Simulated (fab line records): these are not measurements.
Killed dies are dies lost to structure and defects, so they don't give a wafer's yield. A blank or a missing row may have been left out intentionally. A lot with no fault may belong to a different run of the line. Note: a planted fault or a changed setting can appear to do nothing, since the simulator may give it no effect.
fab line records | flow nand_harc
record lots=6 | wafers=18 | last_day=33
route steps=1302 shown P_CONTACT@249 P_M0@253
lots that met no fault: from a run of the same line without faults
start_h: start of the lot's first displayed wafer, in hours after the record's first day | wait_h: how many hours have passed since the lot's step before this one | " repeats the value in the row above | L1.1+2: a single row standing in for several wafers | - either no value or no given start | * or withheld: withheld | < > ~ a bound
route shown NAME@n: NAME is a module with steps in the file, n the number in the route of the first one | usual: mean/standard deviation taken from wafers without a fault | same: alike in all rows | chamber/n: place in a boat | sites: readings site by site | _std_site: the values' standard deviation | _edge_site: the outer-site mean with the inner-site mean subtracted | radius_mm: how far each site lies from the wafer's centre | mask NAME#n: copy n | behind: the most recent tool/chamber to have shaped the wafer | hold: the reason the lot was held/the length of the hold in hours/how it ended | device: names the non-switching transistor (n, p or np) | end of line: the same wafers' tests at the end of the route | a step without rows: its recipe alone | killed: dies lost to structure and defects at the first sort, not the wafer's yield | map: a wafer's dies, marking killed ones x, the rest . and places with no die _
set.NAME: setting as actually run; set.NAME@STEP: the setting as run at that earlier step | model.NAME: the simulator's own value behind a step, which no gauge read
lots at some steps of the route; a table a step, a row a wafer
services: the hour from which a tool's chamber was out of use, counted from the record's first day as start_h (under 0 if before that day), plus the number of hours and why
## steps
# step NHARC_P_CONTACT_CMP_24
# recipe t_overpolish_s=30 | target_thk_nm=200
# usual motor_current_A=12.4/0.75 | overpolish_run_s=30.000/0.0091 | time_to_endpoint_s=38.2/2.6
lot.wafer | tool   | chamber | start_h | wait_h | motor_current_A | overpolish_run_s | time_to_endpoint_s
L766.4    | cmp-02 | 3       | 169.97  | 0.4    | 12.8            | 30.000           | 37.3
L766.1    | "      | 1       | "       | "      | 12.2            | 29.993           | 40.1
L766.3    | "      | 2       | "       | "      | 12.4            | 29.992           | 37.9
L772.1    | cmp-01 | 2       | 237.67  | 0.6    | 12.2            | 30.020           | 41.2
L772.3    | "      | 1       | "       | "      | 13.3            | 29.996           | 41.5
L772.6    | "      | 2       | "       | "      | 12.2            | 29.996           | 42.3
L775.2    | cmp-01 | 0       | 266.07  | 0.6    | 12.4            | 30.000           | 41.9
L775.6    | "      | 2       | "       | "      | 12.4            | 30.002           | 37.9
L775.5    | "      | 3       | "       | "      | 11.4            | 29.998           | 37.5
L777.2    | cmp-02 | 3       | 288.90  | 0.6    | 12.4            | 30.002           | 33.2
L777.4    | "      | 1       | "       | "      | 12.5            | 30.002           | 35.6
L777.6    | "      | 3       | "       | "      | 12.3            | 30.002           | 35.3
L782.3    | cmp-01 | 1       | 327.44  | 0.3    | 13.3            | 30.002           | 36.2
L782.4    | "      | 3       | "       | "      | 11.7            | 29.992           | 40.9
L782.6    | "      | 2       | "       | "      | 12.4            | 30.001           | 40.0
L783.4    | cmp-01 | 2       | 338.09  | 0.3    | 12.5            | 30.002           | 43.2
L783.2    | "      | 3       | "       | "      | 11.5            | 29.978           | 41.0
L783.5    | "      | 2       | "       | "      | 12.7            | 30.005           | 40.8
# step NHARC_P_CONTACT_SRD_26
# step NHARC_P_CONTACT_INSPECT_27
# usual raw_defect_count=291/110
lot.wafer | tool              | chamber | start_h | wait_h | raw_defect_count
L766.1    | defect_inspect-01 | -       | 170.38  | 0.1    | 335
L766.3    | "                 | -       | "       | "      | 220
L766.4    | "                 | -       | "       | "      | 367
L772.1    | defect_inspect-01 | -       | 238.07  | 0.1    | 521
L772.3    | "                 | -       | "       | "      | 304
L772.6    | "                 | -       | "       | "      | 362
L775.2    | defect_inspect-02 | -       | 266.42  | 0.1    | 471
L775.5    | "                 | -       | "       | "      | 373
L775.6    | "                 | -       | "       | "      | 306
L777.2    | defect_inspect-01 | -       | 289.28  | 0.1    | 389
L777.4    | "                 | -       | "       | "      | 455
L777.6    | "                 | -       | "       | "      | 307
L782.3    | defect_inspect-02 | -       | 327.85  | 0.1    | 190
L782.4    | "                 | -       | "       | "      | 163
L782.6    | "                 | -       | "       | "      | 238
L783.2    | defect_inspect-01 | -       | 338.49  | 0.1    | 458
L783.4    | "                 | -       | "       | "      | 368
L783.5    | "                 | -       | "       | "      | 554
# step NHARC_P_M0_DEP_00
# recipe target_thk_a=1500 | target_thk_nm=150 | temp_c=withheld | pressure_torr=5 | flow_sccm=200 | rf_w=600 | material=SiOC
# step NHARC_P_M0_DEHYDRATE_01
# recipe temp_c=150 | time_s=120
# step NHARC_P_M0_HMDS_02
# recipe time_s=30
# step NHARC_P_M0_COAT_33
# recipe temp_c=200 | time_s=65
# step NHARC_P_M0_COAT_03
# recipe spin_rpm=1500 | resist_thk_nm=90
# step NHARC_P_M0_SOFTBAKE_04
# recipe temp_c=105 | time_s=55
# step NHARC_P_M0_EBR_05
# step NHARC_P_M0_EXPOSE_06
# recipe na=1.35 | target_cd_nm=90 | dose_mj=81.28 | mask_id=P_M0
# step NHARC_P_M0_PEB_07
# recipe peb_temp_c=100 | peb_time_s=65
# usual heater_power_total_W=156.7/0.42 | plate_temp_C=100.01/0.13
lot.wafer | tool           | chamber | start_h | wait_h | heater_power_total_W | plate_temp_C
L766.1    | litho_track-06 | 0       | 171.21  | 0.1    | 157.1                | 99.94
L766.3    | "              | 0       | "       | "      | 156.9                | 99.76
L766.4    | "              | 0       | "       | "      | 157.2                | 99.99
L772.1    | litho_track-01 | 0       | 238.76  | 0.1    | 156.0                | 99.93
L772.3    | "              | 0       | "       | "      | 156.4                | 99.81
L772.6    | "              | 0       | "       | "      | 156.6                | 99.87
L775.2    | litho_track-01 | 0       | 267.11  | 0.1    | 151.4                | 97.53
L775.5    | "              | 0       | "       | "      | 151.4                | 97.42
L775.6    | "              | 0       | "       | "      | 151.4                | 97.39
L777.2    | litho_track-01 | 0       | 290.10  | 0.1    | 151.5                | 97.32
L777.4    | "              | 0       | "       | "      | 151.4                | 97.34
L777.6    | "              | 0       | "       | "      | 151.4                | 97.30
L782.3    | litho_track-06 | 0       | 328.67  | 0.0    | 157.0                | 99.88
L782.4    | "              | 0       | "       | "      | 156.1                | 100.08
L782.6    | "              | 0       | "       | "      | 156.2                | 99.86
L783.2    | litho_track-04 | 0       | 339.31  | 0.1    | 156.1                | 99.76
L783.4    | "              | 0       | "       | "      | 157.1                | 99.65
L783.5    | "              | 0       | "       | "      | 157.0                | 100.10
# step NHARC_P_M0_DEVELOP_08
# recipe develop_time_s=35 | dev_temp_c=23
## services
tool           | chamber | start_h | hours | kind
cmp-02         | -       | 148.28  | 16.3  | repair
litho_track-01 | -       | 155.00  | 7.0   | pm
cmp-01         | -       | 161.47  | 3.9   | repair
cmp-02         | -       | 170.16  | 0.5   | repair
litho_track-06 | -       | 179.00  | 7.0   | pm
cmp-01         | -       | 185.82  | 4.0   | pm
cmp-01         | -       | 189.82  | -     | consumable_replace:conditioner
cmp-01         | -       | 189.82  | -     | consumable_replace:pad
litho_track-04 | -       | 203.00  | 7.0   | pm
cmp-02         | -       | 205.23  | 0.6   | repair
cmp-02         | -       | 232.61  | 4.0   | pm
cmp-02         | -       | 236.61  | -     | consumable_replace:conditioner
cmp-02         | -       | 236.61  | -     | consumable_replace:pad
cmp-01         | -       | 283.82  | 4.0   | pm
cmp-01         | -       | 287.82  | -     | consumable_replace:conditioner
cmp-01         | -       | 287.82  | -     | consumable_replace:pad
litho_track-01 | -       | 330.00  | 7.0   | pm
cmp-02         | -       | 330.61  | 4.0   | pm
cmp-02         | -       | 334.61  | -     | consumable_replace:conditioner
cmp-02         | -       | 334.61  | -     | consumable_replace:pad
## key
first_sign step=NHARC_P_M0_PEB_07 | reading=plate_temp_C | direction=down | sigmas=20 | usual=* | struck=*
effect step=NHARC_P_M0_PEB_07 | reading=heater_power_total_W | direction=down | sigmas=13 | usual=* | struck=*
met_at NHARC_P_M0_PEB_07
struck_wafers L775.2,L775.5,L775.6,L777.2,L777.4,L777.6
sort_left_out L775.2,L775.5,L775.6,L777.2,L777.4,L777.6
onset_between 238.76 267.11
fault kind=process_parameter_drift | tool=litho_track-01 | chamber=- | onset_h=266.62 | steps=NHARC_P_M0_PEB_07 | channel=peb_temp_c | offset=* | shape=step | end_h=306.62 | acts_in=* | stated=*
# sort_left_out: the simulated sort isn't trusted on such a fault, so these wafers' sort isn't shown, and their yield isn't known
